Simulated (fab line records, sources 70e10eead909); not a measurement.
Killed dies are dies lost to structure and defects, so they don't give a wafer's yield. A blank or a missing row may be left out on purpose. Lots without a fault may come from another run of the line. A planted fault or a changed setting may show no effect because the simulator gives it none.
A struck lot beside a sound one | flow nand_harc | 15 steps out of a route of 1302
Sound: wafers L585.3, L585.5, L585.6. Struck: wafers L601.2, L601.6. (L601.5 of the same lot was not struck and is left out.) The cause comes at the end.
At each step with rows: each side's tool, then ch and its chambers, then its first start. Under that, the readings that differ: sound wafers | struck wafers | difference of the means | sigmas: that difference in standard deviations of wafers without a fault.
alike: readings whose means differ by less than 2 such deviations, and words and numbers that are the same on both sides. not compared: withheld readings, readings that some wafer has no value for, bounds like >300 that may hide the same value, and numbers for which the record gives no deviation and whose values overlap.
The two part at a step that has a row with sigmas, a row that says differs or no value, or rows on one side only. Numbers that don't overlap but have no deviation are shown without sigmas and don't part them. A reading that every wafer of one side lacks parts them only if that side has two wafers or more.

NHARC_A_CONTACT_ETCH_134: etches the open film in C4F8/O2/Ar, time 140 s, target depth 700 nm.
  sound on har_cap_etch-02 ch 0,1, day 22 12:43; struck on har_cap_etch-02 ch 0,1, day 28 23:23
  alike: run_length_s
  not compared: rf_hours_counter_h
NHARC_A_CONTACT_ETCH_135: etches the open film in C4F8/O2/Ar, time 311 s, target depth 1912 nm.
  sound on har_cap_etch-02 ch 0,1, day 22 12:56; struck on har_cap_etch-02 ch 0,1, day 28 23:35
  not compared: rf_hours_counter_h, run_length_s
then, 1 step without rows for these wafers: NHARC_A_CONTACT_ETCH_136 (etches the open film in C4F8/O2/Ar, time 311 s, target depth 1912 nm).
NHARC_A_CONTACT_ETCH_137: etches the open film in C4F8/O2/Ar, time 311 s, target depth 1912 nm.
  sound on har_cap_etch-02 ch 0,1, day 22 13:29; struck on har_cap_etch-02 ch 0,1, day 29 00:07
  not compared: rf_hours_counter_h, run_length_s
NHARC_A_CONTACT_ETCH_138: etches the open film in C4F8/O2/Ar, time 311 s, target depth 1914 nm.
  sound on har_cap_etch-02 ch 0,1, day 22 13:45; struck on har_cap_etch-02 ch 0,1, day 29 00:24
  not compared: rf_hours_counter_h, run_length_s
then, 2 steps without rows for these wafers: NHARC_A_CONTACT_ETCH_139 (etches the open film in C4F8/O2/Ar, time 195 s, target depth 840 nm); NHARC_A_CONTACT_ETCH_92 (etches the open film in CH3F/O2, target depth 40 nm, time 85.7 s).
NHARC_A_CONTACT_ETCH_98: etches the open film in C4F6/O2, target depth 20 nm, time 10 s.
  sound on rie_diel-06 ch 0,1,3; struck on rie_diel-04 ch 0
  reading                         | sound             | struck      | difference | sigmas
  oes_product_au (a.u.)           | 1.000 0.994 1.009 | 0.922 0.918 | -0.081     | -4
  rf_vpp_V (V)                    | 551 551 549       | 543 542     | -8         | -2
  showerhead_plenum_p_Torr (Torr) | 4.16 4.12 4.06    | 3.78 3.78   | -0.33      | -2
  alike: drypump_motor_current_A, rf_fwd_power_W, run_length_s, throttle_valve_pct
  not compared: rf_hours_counter_h
NHARC_A_CONTACT_CD_MEAS_15:
  sound on cd_sem-03, day 22 14:43; struck on cd_sem-03, day 29 01:27
  reading    | sound             | struck      | difference | sigmas
  cd_nm (nm) | 190.2 190.9 191.6 | 189.4 189.5 | -1.5       | -2
then, 3 steps without rows for these wafers: NHARC_A_CONTACT_STRIP_107 (strips in N2/H2); NHARC_A_CONTACT_STRIP_108 (strips in CF4/CHF3); NHARC_A_CONTACT_STRIP_109 (strips in O2/COS).
NHARC_A_CONTACT_ETCH_110: etches the open film in CF4/O2, target depth 60 nm, overetch 6 nm, time 33 s.
  sound on rie_diel-04 ch 0,3, day 22 15:00; struck on rie_diel-04 ch 0, day 29 01:44
  reading               | sound             | struck      | difference                    | sigmas
  oes_product_au (a.u.) | 1.001 0.999 1.011 | 0.972 0.974 | -0.031                        | -3
  rf_fwd_power_W (W)    | 297.5 297.0 293.0 | - -         | no value on the struck wafers |
  run_length_s (s)      | 54.6 54.2 54.4    | 52.0 52.3   | -2.2                          | -7
  alike: cf4_flow_sccm, drypump_motor_current_A, oes_f_703_au, oes_o_777_au, rf_vpp_V, showerhead_plenum_p_Torr, throttle_valve_pct
  not compared: rf_hours_counter_h
then, 1 step without rows for these wafers: NHARC_A_CONTACT_STRIP_26 (strips in O2).
-- the record jumps here: 2 days lie between the struck wafers' starts before and after (it left off in module A_CONTACT and takes up again in module END, whose first step shown is number 1302 of the route) --
NHARC_END_SORT_01:
  sound on prober-02 ch 0, day 24 14:14; struck on prober-02 ch 0, day 31 02:17
  reading         | sound    | struck  | difference | sigmas
  killed_at_array | 52 53 65 | 169 176 | +116       | +8
  killed_at_other | 0 0 0    | 3 2     | +2         | +2
  killed_dies     | 54 54 68 | 176 181 | +120       | +8
  alike: killed_at_periphery, killed_open, killed_short

WHERE THEY PART
First at NHARC_A_CONTACT_ETCH_98; last, within this record, at NHARC_END_SORT_01.

WHY: what the simulator had put in
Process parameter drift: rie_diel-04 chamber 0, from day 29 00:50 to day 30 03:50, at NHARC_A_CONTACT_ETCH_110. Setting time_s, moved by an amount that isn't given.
